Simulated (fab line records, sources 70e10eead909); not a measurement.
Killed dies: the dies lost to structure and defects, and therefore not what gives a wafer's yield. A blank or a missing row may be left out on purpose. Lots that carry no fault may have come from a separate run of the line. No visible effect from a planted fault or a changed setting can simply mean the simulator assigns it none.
A lot that was struck, set against a sound lot ; flow nand-harc ; 14 out of 1302 route steps
Sound: these wafers, L491.3, L491.4, L491.6. Struck: wafers L483.2, L483.4, L483.6. At the end, the cause is stated.
For every step that has rows: the tool of each side, followed by ch and its chambers, followed by its first start. Under that, the readings that differ: sound wafers ; struck wafers ; difference of the means ; sigmas: that difference in standard deviations of wafers without a fault.
alike: readings with means less than 2 such deviations apart, plus words and numbers identical on both sides. not compared: withheld readings, readings lacking a value on some wafer, bounds such as >300 that could conceal the same value, and numbers that have no deviation in the record and whose values overlap.
The two part at a step that has a row with sigmas, a row that says differs or no value, or rows on one side only. Non-overlapping numbers with no deviation appear without sigmas and do not part them. A reading that every wafer of one side lacks parts them only if that side has two wafers or more.

first, 8 steps without rows for these wafers: NHARC_A_BONDPAD_HMDS_02 (time 30 s); NHARC_A_BONDPAD_COAT_33 (time 65 s); NHARC_A_BONDPAD_COAT_03 (resist thk 600 nm); NHARC_A_BONDPAD_SOFTBAKE_04 (time 70 s); NHARC_A_BONDPAD_EBR_05; NHARC_A_BONDPAD_EXPOSE_06 (exposes mask A BPAD); NHARC_A_BONDPAD_PEB_07 (peb time 80 s); NHARC_A_BONDPAD_DEVELOP_08 (time 50 s).
NHARC_A_BONDPAD_CD_MEAS_09 targets a cd of 500 nm.
  sound on cd-sem-01 ch 0, day 32 16:11; struck on cd-sem-02 ch 0, day 28 17:34
  alike: cd-nm
NHARC_A_BONDPAD_OVL_MEAS_35:
  sound: overlay-02 at day 32 16:17; struck: overlay-02 at day 28 17:40
reading;sound;struck;difference;sigmas
overlay-x-nm (nm);-6 -6 -6;6 6 5;+12;+2
  alike: overlay-y-nm
then, 1 step without rows for these wafers: NHARC_A_BONDPAD_HARDBAKE_10 (time 65 s).
NHARC_A_BONDPAD_DESCUM_11: chemistry O2, time 3 s.
  sound on rie-diel-03 ch 0,3, day 32 16:24; struck on rie-diel-03 ch 0,2, day 28 17:47
  alike: drypump-motor-current-A, oes-product-au, rf-vpp-V, showerhead-plenum-p-Torr, throttle-valve-pct
  not compared: rf-hours-counter-h
NHARC_A_BONDPAD_ETCH_34: etches the open film in N2/H2, target depth 60 nm, overetch 18 nm, time 65.91 s.
  sound on rie-diel-03 ch 0,2, day 32 16:29; struck on rie-diel-03 ch 1,2, day 28 17:52
  no value came back on the struck wafers for any of 7 readings (bias-w (W), chamber-pressure-mTorr (mTorr) and others); on the sound wafers bias-w (W) reads 150.6 150.5 149.6
  not compared: rf-hours-counter-h
NHARC_A_BONDPAD_ETCH_12: etches the open film in CHF3/O2, target depth 220 nm, time 110 s.
  sound on rie-diel-03 ch 0,1,3; struck on rie-diel-03 ch 0,1, day 28 17:58
  alike: bias-w, chamber-pressure-mTorr, drypump-motor-current-A, oes-product-au, rf-vpp-V, showerhead-plenum-p-Torr, throttle-valve-pct
  not compared: rf-hours-counter-h

== WHERE THEY PART ==
First at NHARC_A_BONDPAD_OVL_MEAS_35; last, within this record, at NHARC_A_BONDPAD_ETCH_34. Later steps at which nothing parts them and some readings are alike: NHARC_A_BONDPAD_ETCH_12.

WHY: what had been put in by the simulator
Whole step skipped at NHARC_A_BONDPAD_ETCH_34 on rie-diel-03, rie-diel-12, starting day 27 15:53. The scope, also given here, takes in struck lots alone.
